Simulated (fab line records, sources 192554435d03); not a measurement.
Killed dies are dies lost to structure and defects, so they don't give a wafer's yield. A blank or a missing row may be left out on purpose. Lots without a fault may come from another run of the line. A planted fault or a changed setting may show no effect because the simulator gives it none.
Split-lot experiment | flow n5_finfet | 7 lots, 21 wafers read, on a route of 1938 steps

THE SPLIT
At N5_BEOL_M4_COAT_73 (time 60 s, resist thk 5 nm), the setting spin_rpm was moved away from the recipe's 1500 rpm on 7 of the 21 wafers read, by -10.6% to +8.2%. The other wafers ran this setting at the recipe's value.

FROM THE SPLIT TO THE READING: what the file shows between them, 4 steps
- N5_BEOL_M4_COAT_05: resist thk 30 nm (also split here: spin_rpm)
- N5_BEOL_M4_EBR_07
- N5_BEOL_M4_SOFTBAKE_06: time 60 s
- N5_BEOL_M4_DESCUM_16: chemistry O2, time 7 s

THE READING
etch.depth_nm (the simulator's own value, which no gauge read), in nm, at N5_BEOL_M4_ETCH_74 (etches underlayer in N2/H2, target depth 6.5 nm, time 5.2 s). The file gives no usual value for it. The 14 wafers here that ran the recipe average 5.012 nm, standard deviation 0.013 nm.

wafer  | tool, chamber at the split | spin_rpm as run, rpm | against the recipe | etch.depth_nm, nm | against lot-mates on the recipe
L074.2 | litho_track-02, 0          | 1500                 | recipe             | 5.023             | -
L074.4 | litho_track-02, 0          | 1500                 | recipe             | 5.021             | -
L074.6 | litho_track-02, 0          | 1623                 | +8.2%              | 4.824             | -0.198
L075.1 | litho_track-04, 0          | 1341                 | -10.6%             | 5.285             | +0.283
L075.4 | litho_track-04, 0          | 1341                 | -10.6%             | 5.31              | +0.308
L075.5 | litho_track-04, 0          | 1500                 | recipe             | 5.002             | -
L078.1 | litho_track-04, 0          | 1500                 | recipe             | 5.004             | -
L078.3 | litho_track-04, 0          | 1500                 | recipe             | 5.008             | -
L078.6 | litho_track-04, 0          | 1500                 | recipe             | 5.018             | -
L089.1 | litho_track-02, 0          | 1500                 | recipe             | 5.009             | -
L089.3 | litho_track-02, 0          | 1500                 | recipe             | 5.017             | -
L089.4 | litho_track-02, 0          | 1500                 | recipe             | 5.004             | -
L090.4 | litho_track-04, 0          | 1564                 | +4.3%              | 4.89              | -0.094
L090.5 | litho_track-04, 0          | 1500                 | recipe             | 4.984             | -
L090.6 | litho_track-04, 0          | 1564                 | +4.3%              | 4.88              | -0.104
L091.2 | litho_track-05, 0          | 1500                 | recipe             | 5.021             | -
L091.3 | litho_track-05, 0          | 1500                 | recipe             | 5.033             | -
L091.4 | litho_track-05, 0          | 1500                 | recipe             | 5.031             | -
L096.1 | litho_track-05, 0          | 1444                 | -3.7%              | 5.1               | +0.105
L096.3 | litho_track-05, 0          | 1500                 | recipe             | 4.995             | -
L096.5 | litho_track-05, 0          | 1444                 | -3.7%              | 5.09              | +0.095

THE FIT
A straight line over all 21 wafers: etch.depth_nm changes by -0.0261 nm for each +1% of spin_rpm; r = -0.99; the points scatter about the line by 0.016 nm.
The same after taking each lot's own level away (the mean of its wafers on the recipe; 21 wafers): -0.0265 nm for each +1%; r = -1.00; scatter 0.0091 nm.
On that fit, the largest move of spin_rpm shifts the reading by 0.28 nm.
The lots' own levels span 4.9840 to 5.0283 nm, that is 3.3 times the standard deviation above.
So the lot-to-lot level changes the slope little: the two slopes agree.
Check: with one of the wafers moved furthest among these (-10.6%) left out of the fit, the line predicts +0.285 nm for it against its lot-mates. It came out at +0.283 nm against them.

OTHER SPLITS ON THESE WAFERS
These wafers also went through other splits before the reading. Each is held against what the fit with the lots' levels taken away leaves over:
other split on the same wafers       | wafers away from the commonest value | r with etch.depth_nm (lot level and that fit taken away)
N5_MOL_CONTACT_COAG_COAT_58 spin_rpm | 8                                    | -0.09
N5_MOL_CONTACT_COAG_ETCH_105 bias_w  | 5                                    | -0.04
N5_MOL_CONTACT_COAG_ETCH_91 source_w | 5                                    | +0.04
N5_BEOL_M0_SAQP_COAT_87 spin_rpm     | 8                                    | +0.40
N5_BEOL_M0_ETCH_109 bias_w           | 8                                    | +0.18
N5_BEOL_M1_CMP_52 down_force_psi     | 9                                    | +0.42
N5_BEOL_M3_COAT_76 spin_rpm          | 10                                   | +0.16
N5_BEOL_M3_EXPOSE_25 dose_mj         | 3                                    | +0.15
N5_BEOL_M4_COAT_05 spin_rpm          | 6                                    | -0.28

THE FILE'S OWN FIT
etch.depth_nm changes by -0.0262 nm for each +1% of spin_rpm, r = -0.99.
